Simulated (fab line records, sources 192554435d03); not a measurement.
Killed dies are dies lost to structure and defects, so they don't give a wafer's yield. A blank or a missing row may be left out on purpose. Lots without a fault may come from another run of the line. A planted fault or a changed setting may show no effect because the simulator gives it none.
fab line records | flow n5_finfet
record lots=4 wafers=10 last_day=18
route steps=1938 shown BEOL_M8@1368 BEOL_M9@1401 BEOL_M15@1830 PASSIVATION@1936
lots that met no fault: from a run of the same line without faults
start_h: hours from the record's first day to the start of the lot's first wafer shown | wait_h: hours since the lot's step before | " the same as in the row above | L1.1+2: a row that stands for several wafers | - no value, or no start given | * or withheld: withheld | < > ~ a bound
route shown NAME@n: a module of which the file shows steps, and the number in the route of the first | usual: mean/standard deviation of fault-free wafers | same: alike in all rows | chamber/n: place in a boat | sites: the reading at each site | _std_site: their standard deviation | _edge_site: outer sites' mean less inner sites' | radius_mm: how far each site lies from the wafer's centre | mask NAME#n: copy n | behind: the tool/chamber that last shaped the wafer | hold: why the lot was held/for how many hours/how that ended | device: the transistor (n, p or np) that didn't switch | end of line: the same wafers' tests at the end of the route | a step without rows: its recipe alone | killed: dies lost to structure and defects at the first sort, not the wafer's yield | map: a wafer's dies, x killed, . not, _ none there
set.NAME: the setting as run; set.NAME@STEP: as run at that earlier step | model.NAME: the simulator's own value behind a step, which no gauge read
lots at some steps of the route; a table a step, a row a wafer
services: from which hour (start_h, from the record's first day; less than 0 if before it) a tool's chamber was out of use, for how many hours, and why
## steps
# step N5_BEOL_M8_DESCUM_33
# recipe chemistry=O2 time_s=7 source_power_w=50 bias_power_w=20 pressure_mtorr=20 rf_frequency_hz=2.712e+07 temp_c=40 resist=CAR-EUV o2_flow_sccm=225
# step N5_BEOL_M8_ETCH_72
# recipe chemistry=N2/H2 target=underlayer target_depth_a=65 mask_material=CAR-EUV time_s=5.2 ion_energy_ev=200 pressure_mtorr=30 source_w=840 bias_w=150 n2_flow_sccm=200 h2_flow_sccm=200 ends=cleared
# step N5_BEOL_M8_ETCH_65
# recipe chemistry=CF4 target=SiARC target_depth_a=156 mask_material=CAR-EUV time_s=26 ion_energy_ev=80 pressure_mtorr=40 source_w=545 bias_w=36 Ar_flow_sccm=100 cf4_flow_sccm=100 ends=cleared
# step N5_BEOL_M8_ETCH_66
# recipe chemistry=N2/H2 target=SOC target_depth_a=800 overetch_a=160 mask_material=SiARC temp_c=40 time_s=120 ion_energy_ev=200 pressure_mtorr=30 source_w=840 bias_w=150 n2_flow_sccm=200 h2_flow_sccm=200
# step N5_BEOL_M8_STRIP_69
# recipe chemistry=N2/H2 temp_c=40 n2_flow_sccm=200 h2_flow_sccm=200 rf_frequency_hz=6e+07
# step N5_BEOL_M8_STRIP_73
# recipe chemistry=N2/H2 temp_c=40 n2_flow_sccm=200 h2_flow_sccm=200 rf_frequency_hz=6e+07
# step N5_BEOL_M8_VIA_ETCH_34
# recipe chemistry=C4F6/O2 target=SiCOH_lowk target_depth_a=1255 mask_material=SOC taper_deg=4 time_s=50.5 ion_energy_ev=250 pressure_mtorr=30 source_w=345 bias_w=185 Ar_flow_sccm=300 C4F6_flow_sccm=10 O2_flow_sccm=10
# step N5_BEOL_M8_STRIP_76
# recipe chemistry=C4F6/O2 resist=SiARC rf_frequency_hz=6e+07
# step N5_BEOL_M8_STRIP_36
# recipe chemistry=N2/H2 power_w=450 temp_c=40 pressure_mtorr=20 rf_frequency_hz=6e+07 overash_fraction=0.3 bias_power_w=7 h2_frac=0.5 n2_flow_sccm=200 h2_flow_sccm=200
# step N5_BEOL_M8_TRENCH_ETCH_37
# recipe chemistry=C4F6/O2 target_depth_a=934.78 target=SiCOH_lowk time_s=31.2 ion_energy_ev=250 pressure_mtorr=30 source_w=345 bias_w=185 Ar_flow_sccm=300 C4F6_flow_sccm=10 O2_flow_sccm=10
# usual drypump_motor_current_A=5.7/0.41 oes_product_au=0.84/0.085 rf_vpp_V=671/28 run_length_s=54.5/0.38 showerhead_plenum_p_Torr=2.88/0.066 throttle_valve_pct=20.83/0.2
# columns lot.wafer tool chamber start_h wait_h drypump_motor_current_A oes_product_au rf_hours_counter_h rf_vpp_V run_length_s showerhead_plenum_p_Torr throttle_valve_pct model.BEOL_M8.feature_depth_nm model.etch.depth_nm model.TiN_of_BEOL_M8_HM_DEP_02.thk_nm
L325.2 rie_diel-05 1 271.59 - 6.1 0.83 66 665 54.7 2.89 20.63 94.4 94.48 17.2
L325.3 " 0 " " 5.4 0.84 44 681 53.8 2.78 20.87 89.8 89.9 17.4
L325.6 " 1 " " 6.1 0.83 - 665 54.5 2.89 20.64 94.2 94.26 17.2
L334.4 rie_diel-05 1 309.50 - 6.1 0.82 - 665 48.4 2.88 20.67 75.8 75.89 18
L334.5 " 2 " " 5.7 0.73 - 688 54.9 2.93 20.87 94.4 94.38 17
L338.3 rie_diel-05 0 336.41 - 5.4 0.81 71 680 47.8 2.77 20.92 71.4 71.47 18
L338.6 " 2 " " 5.7 0.73 - 688 55.3 2.93 20.90 95.8 95.83 17.4
L343.1 rie_diel-04 2 358.77 - 5.8 0.76 177 693 54.6 2.94 21.06 94.8 94.77 17.2
L343.2 " 1 " " 5.4 0.87 42 655 54.1 2.87 20.62 94.4 94.4 17.4
L343.3 " 3 " " 5.3 0.88 30 610 54.9 2.78 20.91 95.8 95.8 17.6
# step N5_BEOL_M8_ETCH_41
# recipe chemistry=CH3F/O2 target=SiCN target_depth_a=319 taper_deg=2 time_s=57.8 ion_energy_ev=120 mask_material=TiN pressure_mtorr=30 source_w=395 bias_w=75 Ar_flow_sccm=150 CH3F_flow_sccm=30 O2_flow_sccm=20
# step N5_BEOL_M8_STRIP_80
# recipe chemistry=N2/H2 time_s=10 power_w=450 temp_c=40 pressure_mtorr=20 rf_frequency_hz=6e+07 bias_power_w=7 n2_flow_sccm=200 h2_flow_sccm=200
# step N5_BEOL_M8_OCD_MEAS_38
# usual trench_depth_nm=94.5/1.8
# columns lot.wafer tool chamber start_h wait_h trench_depth_nm
L325.2 ocd-01 - 271.75 - 94.3
L325.3 " - " " 89.4
L325.6 " - " " 94.5
L334.4 ocd-02 - 309.64 - 75.5
L334.5 " - " " 94.5
L338.3 ocd-02 - 336.57 - 71.7
L338.6 " - " " 96.0
L343.1 ocd-02 - 358.93 - 94.5
L343.2 " - " " 95.1
L343.3 " - " " 96.0
# step N5_BEOL_M8_HM_STRIP_39
# recipe chemistry=peroxide_tin_strip material=TiN target_depth_a=250 temp_c=50 time_s=158
# step N5_BEOL_M8_SRD_40
# recipe time_s=30 temp_c=23 rinse_liquid=diw dry=ipa_marangoni
# step N5_BEOL_M8_PRECLEAN_42
# recipe chemistry=residue_remover time_s=60 temp_c=40
# step N5_BEOL_M8_SRD_43
# recipe time_s=30 temp_c=23 rinse_liquid=diw dry=ipa_marangoni
# step N5_BEOL_M8_CURE_75
# recipe temp_c=370 time_s=120 ambient=DMADMS/He material=SiCOH_lowk
# step N5_BEOL_M8_DEGAS_44
# recipe ambient=vacuum temp_c=250 time_s=60
# step N5_BEOL_M8_PRE_CLEAN_45
# recipe gas=H2/He time_s=30 temp_c=250
# step N5_BEOL_M8_ALD_77
# recipe material=TaN target_thk_a=20 temp_c=275 ald_precursor_family=PDMAT ald_co_reactant=NH3 pressure_torr=3 carrier_flow_sccm=1500 pulse_time_s=2 purge_time_s=3 co_reactant_purge_time_s=2 co_reactant_pulse_time_s=3 ald_cycles=40 precursor_vessel_temp_c=75 precursor_vessel_pressure_torr=26.25 precursor_vessel_carrier_sccm=1000
# step N5_BEOL_M8_SURFACE_TREAT_79
# recipe gas=Ar time_s=* ion_energy_ev=* ion_current_ma_cm2=0.5 pressure_mtorr=* ar_flow_sccm=30
# step N5_BEOL_M8_CVD_78
# recipe material=Co target_thk_a=20 temp_c=withheld precursor=CCTBA/H2 pressure_torr=30 time_s=142.3
# step N5_BEOL_M8_SPUTTER_48
# recipe material=Cu target_thk_a=100 temp_c=-20 bias_v=60 power_w=26000 chamber_pressure_pa=0.13 time_s=1.667
# step N5_BEOL_M8_ECD_50
# recipe material=Cu target_thk_a=3000
# step N5_BEOL_M8_ANNEAL_51
# recipe temp_c=225 time_s=90 ambient=N2
# step N5_BEOL_M8_CMP_52
# recipe stop_on=SiCOH_lowk t_overpolish_s=6.9 down_force_psi=1 platen_rpm=50 clearing_platen_down_force_psi=1.5 clearing_platen_rpm=50 post_cmp_clean=cu_alkaline target_thk_nm=80 clearing_platen_pad_velocity_m_s=0.99484 pad_velocity_m_s=0.99484
# usual barrier_field_endpoint_s=28.9/0.93 motor_current_A=6.0/0.68 overpolish_run_s=6.900/0.0087 slurry_filter_dp_kPa=13.51/0.14 time_to_endpoint_s=62/4.4
# columns lot.wafer tool chamber start_h wait_h barrier_field_endpoint_s motor_current_A overpolish_run_s slurry_filter_dp_kPa time_to_endpoint_s model.Cu_of_BEOL_M8_ECD_50.thk_nm
L325.3 cmp-02 3 274.60 0.2 29.0 6.7 6.898 13.61 64 76.2
L325.2 " 1 " " 28.8 5.5 6.905 13.38 62 82.6
L325.6 " 2 " " 29.6 6.2 6.900 13.48 64 81.4
L334.4 cmp-03 2 313.31 0.1 30.2 7.5 6.905 13.35 63 62.2
L334.5 " 2 " " 29.9 7.5 6.904 13.31 64 80.8
L338.3 cmp-02 1 338.57 0.2 28.0 5.6 6.894 13.61 62 56.8
L338.6 " 1 " " 28.9 5.7 6.886 13.44 62 81.4
L343.3 cmp-01 3 361.65 0.2 28.9 4.6 6.887 13.62 63 81.8
L343.1 " 0 " " 28.2 5.3 6.897 13.57 58 82
L343.2 " 2 " " 29.3 5.8 6.896 13.56 67 84
# step N5_BEOL_M8_THK_MEAS_53
# recipe thk_meas_gauge=xrf reads=Cu_of_BEOL_M8_ECD_50
# usual M8_THK=80.9/2.1
# columns lot.wafer tool chamber start_h wait_h M8_THK[nm]
L325.2 film_metro-02 - 274.86 - 82.1
L325.3 " - " " 76.2
L325.6 " - " " 81.4
L334.4 film_metro-01 - 313.61 - 62.0
L334.5 " - " " 80.6
L338.3 film_metro-02 - 338.86 - 56.6
L338.6 " - " " 81.5
L343.1 film_metro-01 - 361.95 - 81.6
L343.2 " - " " 83.5
L343.3 " - " " 80.8
# step N5_BEOL_M8_PRE_CLEAN_55
# recipe gas=NH3 time_s=15 temp_c=withheld rf_power_w=300
# step N5_BEOL_M8_DEP_56
# recipe material=SiCN target_thk_a=100 temp_c=withheld precursor=3MS/NH3 pressure_torr=3 rf_w=202 time_s=17.5
# step N5_BEOL_M8_RS_MEAS_57
# recipe thk_meas_gauge=four-point-probe reads=Cu_of_BEOL_M8_ECD_50+Co_of_BEOL_M8_CVD_78+TaN_of_BEOL_M8_ALD_77
# usual M8_RS=0.282/0.0086
# columns lot.wafer tool chamber start_h wait_h M8_RS[ohm/sq]
L325.2 film_metro-02 - 274.99 0.1 0.275
L325.3 " - " " 0.302
L325.6 " - " " 0.280
L334.4 film_metro-01 - 313.74 0.0 0.387
L334.5 " - " " 0.283
L338.3 film_metro-02 - 338.99 0.1 0.431
L338.6 " - " " 0.280
L343.1 film_metro-02 - 362.08 0.1 0.278
L343.2 " - " " 0.269
L343.3 " - " " 0.279
# step N5_BEOL_M9_ILD_DEP_00
# recipe material=SiCOH_lowk target_thk_a=3085.1 temp_c=300 precursor=DEMS/porogen pressure_torr=5 rf_w=500 time_s=58
# step N5_BEOL_M9_CURE_71
# recipe temp_c=385 time_s=240 ambient=He/Ar material=SiCOH_lowk
# step N5_BEOL_M9_PECVD_70
# recipe material=SiO2 target_thk_a=200 temp_c=400 precursor=TEOS/O2 pressure_torr=5.5 rf_w=450 teos_flow_sccm=53.8 gas=O2 flow_sccm=3000 time_s=22.7
# step N5_BEOL_M9_HM_DEP_02
# recipe material=TiN target_thk_a=200 temp_c=25 chamber_pressure_pa=0.49996
# step N5_BEOL_M9_COAT_59
# recipe resist=SOC temp_c=250 time_s=60 spin_rpm=1500 resist_thk_nm=100
# step N5_BEOL_M15_RC_MEAS_101
# usual COMB_M10=1.5e-11/3e-12 COMB_M10_max_site=2.1e-11/5.2e-12 COMB_M11=1.5e-11/2.9e-12 COMB_M12=6.4e-12/1.4e-12 COMB_M13=4.9e-12/1e-12 COMB_M14=3.8e-12/9.5e-13 COMB_M15=2.7e-12/7.1e-13 COMB_M15_max_site=3.8e-12/9.4e-13 COMB_M5=3.7e-11/6.9e-12 COMB_M6=2.6e-11/5.1e-12 COMB_M6_max_site=3.7e-11/7.5e-12 COMB_M7=2.5e-11/4.9e-12 COMB_M9=1.5e-11/3.1e-12 SERP_M10=3.01/0.094 SERP_M11=3.08/0.13 SERP_M12=0.625/0.023 SERP_M13=0.311/0.0091 SERP_M14=0.160/0.0054 SERP_M14_max_site=0.162/0.0055 SERP_M5=39.5/2.5 SERP_M6=13.4/0.63 SERP_M7=13.6/0.69 SERP_M7_max_site=14.1/0.72 SERP_M8=13.5/0.64 SERP_M8_max_site=14.1/0.67 SERP_M9=3.11/0.13
# columns lot.wafer tool chamber start_h wait_h COMB_M10[S/m] COMB_M10_max_site[S/m] COMB_M11[S/m] COMB_M12[S/m] COMB_M13[S/m] COMB_M14[S/m] COMB_M15[S/m] COMB_M15_max_site[S/m] COMB_M5[S/m] COMB_M6[S/m] COMB_M6_max_site[S/m] COMB_M7[S/m] COMB_M9[S/m] SERP_M10[ohm/um] SERP_M11[ohm/um] SERP_M12[ohm/um] SERP_M13[ohm/um] SERP_M14[ohm/um] SERP_M14_max_site[ohm/um] SERP_M5[ohm/um] SERP_M6[ohm/um] SERP_M7[ohm/um] SERP_M7_max_site[ohm/um] SERP_M8[ohm/um] SERP_M8_max_site[ohm/um] SERP_M9[ohm/um]
L325.2 prober-02 0 324.28 0.2 1.7e-11 2.3e-11 1.29e-11 8.3e-12 4.4e-12 4.5e-12 3.1e-12 3.9e-12 2.7e-11 2.4e-11 3.4e-11 1.9e-11 9e-12 3.17 2.78 0.684 0.316 0.161 0.163 38.8 13.4 13.9 14.4 12.6 12.9 3.11
L325.3 " 0 " " 1.5e-11 2.3e-11 1.23e-11 7e-12 4.5e-12 5e-12 3.6e-12 5.5e-12 3.1e-11 2.7e-11 3.5e-11 2.5e-11 1.7e-11 3.04 3.20 0.619 0.293 0.153 0.155 37.2 13.6 14.0 14.7 14.5 15.0 3.09
L325.6 " 0 " " 1.4e-11 2e-11 1.5e-11 9.9e-12 5.8e-12 5e-12 3.5e-12 4.1e-12 2.7e-11 2.1e-11 2.8e-11 2.8e-11 1.4e-11 3.14 2.82 0.636 0.292 0.161 0.164 41.8 13.6 13.8 14.0 13.3 13.9 3.13
L334.4 prober-01 0 364.41 0.5 1.6e-11 2.1e-11 1.43e-11 6.4e-12 3.3e-12 1.8e-12 1.8e-12 2.7e-12 4.1e-11 2.7e-11 4.2e-11 2.9e-11 1.9e-11 3.14 2.98 0.667 0.297 0.159 0.161 34.9 12.5 14.2 14.9 18.9 19.6 3.21
L334.5 " 0 " " 1.3e-11 1.8e-11 1.19e-11 7.3e-12 5.1e-12 1.9e-12 2.1e-12 3.2e-12 3.8e-11 2.1e-11 3e-11 2.8e-11 1.9e-11 2.92 3.06 0.643 0.312 0.159 0.161 39.0 14.2 14.3 15.0 14.1 14.3 3.21
L338.3 prober-01 0 387.15 0.9 1.7e-11 2.5e-11 1.95e-11 5.7e-12 4.4e-12 3.1e-12 1.4e-12 2.4e-12 3.6e-11 2.3e-11 3.3e-11 2e-11 1e-11 2.94 3.02 0.588 0.322 0.155 0.156 38.9 12.6 12.2 12.9 20.6 21.9 3.22
L338.6 " 0 " " 1.1e-11 1.5e-11 1.24e-11 5.4e-12 2.9e-12 2.9e-12 1.5e-12 2.4e-12 3.1e-11 2.9e-11 3.4e-11 1.7e-11 8e-12 3.10 2.89 0.615 0.302 0.155 0.157 40.5 13.2 13.0 14.1 13.5 13.9 3.30
L343.1 prober-02 0 414.63 0.0 1.5e-11 2e-11 1.16e-11 6e-12 5e-12 3.8e-12 3.4e-12 5.6e-12 4.7e-11 2.8e-11 3e-11 2.8e-11 1.4e-11 2.98 3.32 0.620 0.301 0.158 0.160 41.1 13.8 13.1 13.4 14.3 14.7 3.10
L343.2 " 0 " " 2.9e-11 3.8e-11 1.6e-11 6.3e-12 4.3e-12 3.6e-12 3.8e-12 4.9e-12 3.8e-11 2.7e-11 4.1e-11 3.1e-11 1.4e-11 3.05 3.25 0.609 0.307 0.160 0.162 38.5 14.2 14.6 15.1 13.7 14.0 3.22
L343.3 " 0 " " 1.5e-11 1.9e-11 1.37e-11 5.7e-12 6e-12 4.3e-12 3.8e-12 4.6e-12 2.9e-11 2.9e-11 4.5e-11 3.3e-11 1.6e-11 3.08 3.04 0.628 0.316 0.161 0.162 42.4 13.9 13.4 13.6 13.1 13.6 3.24
# sites SERP_M8 radius_mm=0,75,75,75,75,140,140,140,140
L325.2 12.8 12.5 12.9 12.6 12.8 12.2 12.6 12.3 12.8
L334.4 19.4 19.4 18.7 19.6 19.2 18.6 18.2 18.2 18.9
L338.3 19.4 20.1 20.5 20.6 21.4 21.8 20.5 20.8 21.9
L343.1 14.0 14.7 14.3 14.2 14.4 14.5 14.5 14.3 14.2
# step N5_PASSIVATION_PROBE_49
# usual defect_limited_yield=91.1/1.3 killed_at_M0_to_M3=32/9.7 killed_at_M4_up=16/6 killed_at_contacts=12/5.9 killed_at_front_end=41/11 killed_at_other=4/3.1 killed_dies=104/16 killed_open=68/12 killed_short=34/7.4 sort_bin_5_function=5.1/0.85 sort_bin_6_memory=3.3/0.66 sort_bin_8_speed=0.1/0.53 sort_n_pass=1075/16
# same gross_dies=1180 killed_at_back_side=0 sort_bin_4_leakage[%]=0
# columns lot.wafer tool chamber start_h wait_h defect_limited_yield[%] killed_at_M0_to_M3 killed_at_M4_up killed_at_contacts killed_at_front_end killed_at_other killed_dies killed_open killed_short sort_bin_5_function[%] sort_bin_6_memory[%] sort_bin_8_speed[%] sort_n_pass
L325.2 prober-02 - 341.63 0.1 91.8 33 19 5 37 3 97 60 37 4.5 3.1 0 1083
L325.3 prober-02 - 341.68 0.1 92.0 18 15 9 52 0 94 56 38 4.7 3.1 0 1086
L325.6 prober-02 - 341.83 0.3 91.3 34 15 0 48 6 103 66 37 4.7 3.6 0 1077
L334.4 prober-02 - 377.06 0.2 87.3 47 42 17 43 1 150 113 36 7.6 4.8 0.1 1030
L334.5 prober-02 - 377.11 0.2 91.6 25 14 23 37 0 99 65 30 4.4 3.6 0.1 1081
L338.3 prober-01 - 400.04 0.1 90.0 21 28 19 50 0 118 83 28 5.7 3.6 0.3 1062
L338.6 prober-01 - 400.19 0.3 92.8 25 15 8 37 0 85 57 21 3.5 3.1 0 1095
L343.1 prober-01 - 430.47 0.0 90.1 37 13 16 34 17 117 80 37 6.4 3.2 0 1063
L343.2 prober-01 - 430.52 0.1 90.8 22 21 10 48 8 109 57 45 5.6 2.7 0 1071
L343.3 prober-01 - 430.57 0.1 90.7 36 16 12 36 10 110 72 38 5.2 3.7 0 1070
# killed by level:class
L325.2 BEOL_M2:geometric_particle:open=10 BEOL_M4:geometric_particle:short=10 BEOL_M0_SAQP:geometric_particle:open=9 GATE_CUT:geometric_particle:open=8 DUMMY_GATE:geometric_particle:open=7 FIN_SAQP:geometric_particle:open=4 STARTING-WAFER:geometric_particle:open=4 STARTING-WAFER:geometric_particle:short=4
L325.3 FIN_SAQP:geometric_particle:open=15 GATE_CUT:geometric_particle:short=13 FIN_SAQP:geometric_particle:short=10 MOL_CONTACT_COAG:geometric_particle:open=8 DUMMY_GATE:geometric_particle:open=4 BEOL_M2:geometric_particle:open=4 BEOL_M4:geometric_particle:open=4 BEOL_M5:geometric_particle:open=4
L325.6 DUMMY_GATE:geometric_particle:open=11 BEOL_M2:geometric_particle:open=8 BEOL_M0_SAQP:geometric_particle:open=7 FIN_SAQP:geometric_particle:open=6 BEOL_M1:geometric_particle:short=6 FIN_SAQP:geometric_particle:short=5 GATE_CUT:geometric_particle:short=5 BEOL_M0:geometric_particle:short=4
L334.4 BEOL_M4:geometric_particle:open=26 BEOL_M3:geometric_particle:open=19 STI_FIN_REVEAL:geometric_particle:open=15 MOL_CONTACT_COAG:geometric_particle:open=13 FIN_SAQP:geometric_particle:open=6 DUMMY_GATE:geometric_particle:open=6 BEOL_M3:geometric_particle:short=6 BEOL_M2:geometric_particle:open=6
L334.5 MOL_CONTACT_COAG:geometric_particle:open=13 MOL_CONTACT_COAG:geometric_particle:short=10 STI_FIN_REVEAL:geometric_particle:open=9 FIN_SAQP:geometric_particle:open=6 BEOL_M3:geometric_particle:open=6 DUMMY_GATE:geometric_particle:open=5 BEOL_M1:geometric_particle:open=5 GATE_CUT:geometric_particle:short=4
L338.3 MOL_CONTACT_COAG:geometric_particle:open=17 DUMMY_GATE:geometric_particle:open=14 STI_FIN_REVEAL:geometric_particle:open=9 BEOL_M3:geometric_particle:open=9 BEOL_M4:geometric_particle:open=9 FIN_SAQP:geometric_particle:open=6 BEOL_M2:geometric_particle:open=5 BEOL_M4:geometric_particle:short=5
L338.6 MOL_CONTACT_COAG:geometric_particle:open=7 BEOL_M1:geometric_particle:open=7 HKMG_FIN:area_etch=7 BEOL_M4:geometric_particle:open=6 BEOL_M0_SAQP:geometric_particle:short=5 STARTING-WAFER:geometric_particle:open=5 FIN_SAQP:geometric_particle:open=4 DUMMY_GATE:geometric_particle:open=4
L343.1 MOL_CONTACT_COAG:geometric_particle:open=12 FIN_SAQP:geometric_particle:open=9 BEOL_M0_SAQP:geometric_particle:open=9 BEOL_M4:geometric_particle:open=6 BEOL_M2:geometric_particle:short=6 BEOL_M2:geometric_particle:open=6 PASS1_CAP:geometric_particle:short=6 STARTING-WAFER:geometric_particle:open=6
L343.2 FIN_SAQP:geometric_particle:open=10 BEOL_M4:geometric_particle:open=9 FIN_SAQP:geometric_particle:short=8 HKMG_FIN:area_etch=7 MOL_CONTACT_COAG:geometric_particle:open=6 STI_FIN_REVEAL:geometric_particle:open=5 BEOL_M1:geometric_particle:short=5 BEOL_M4:geometric_particle:short=5
L343.3 STI_FIN_REVEAL:geometric_particle:open=12 MOL_CONTACT_COAG:geometric_particle:open=9 FIN_SAQP:geometric_particle:open=7 BEOL_M1:geometric_particle:open=7 BEOL_M2:geometric_particle:open=6 BEOL_M3:geometric_particle:short=6 FIN_SAQP:geometric_particle:short=5 BEOL_M0_SAQP:geometric_particle:open=5
## services
# columns tool chamber start_h hours kind
rie_diel-04 3 250.90 - clean
rie_diel-04 3 250.90 - consumable_replace:focus_ring
rie_diel-04 3 250.90 25.0 scheduled_down
rie_diel-04 3 250.90 25.0 vent_cycle
rie_diel-04 1 252.29 3.0 repair
cmp-03 - 265.10 2.1 repair
cmp-01 - 278.70 4.0 pm
cmp-01 - 282.70 - consumable_replace:conditioner
cmp-01 - 282.70 - consumable_replace:pad
rie_diel-05 3 283.73 - clean
rie_diel-05 3 283.73 - consumable_replace:focus_ring
rie_diel-05 3 283.73 26.2 scheduled_down
rie_diel-05 3 283.73 26.2 vent_cycle
cmp-01 - 284.29 0.9 repair
cmp-02 - 320.10 1.7 repair
cmp-02 - 323.33 4.0 pm
cmp-02 - 327.33 - consumable_replace:conditioner
cmp-02 - 327.33 - consumable_replace:pad
cmp-02 - 332.21 2.9 repair
## key
first_sign step=N5_BEOL_M8_TRENCH_ETCH_37 reading=run_length_s direction=down sigmas=17 usual=* struck=*
effect step=N5_BEOL_M8_OCD_MEAS_38 reading=trench_depth_nm direction=down sigmas=11 usual=94.5 struck=73.6
effect step=N5_BEOL_M8_THK_MEAS_53 reading=M8_THK direction=down sigmas=10 usual=80.9 struck=59.3
effect step=N5_BEOL_M8_RS_MEAS_57 reading=M8_RS direction=up sigmas=15 usual=0.282 struck=0.409
effect step=N5_BEOL_M15_RC_MEAS_101 reading=SERP_M8 direction=up sigmas=9.8 usual=13.5 struck=19.7
model_effect step=N5_BEOL_M8_TRENCH_ETCH_37 value=BEOL_M8.feature_depth_nm without=93.3 struck=73.6
model_effect step=N5_BEOL_M8_CMP_52 value=Cu_of_BEOL_M8_ECD_50.thk_nm without=79.1 struck=59.5
met_at N5_BEOL_M8_TRENCH_ETCH_37
struck_wafers L334.4,L338.3
onset_between 271.59 309.50
fault kind=process_parameter_drift tool=rie_diel-05 chamber=- onset_h=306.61 steps=N5_BEOL_M8_TRENCH_ETCH_37 channel=time_s offset=* shape=step end_h=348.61 scope=struck_wafers_only acts_in=* stated=*
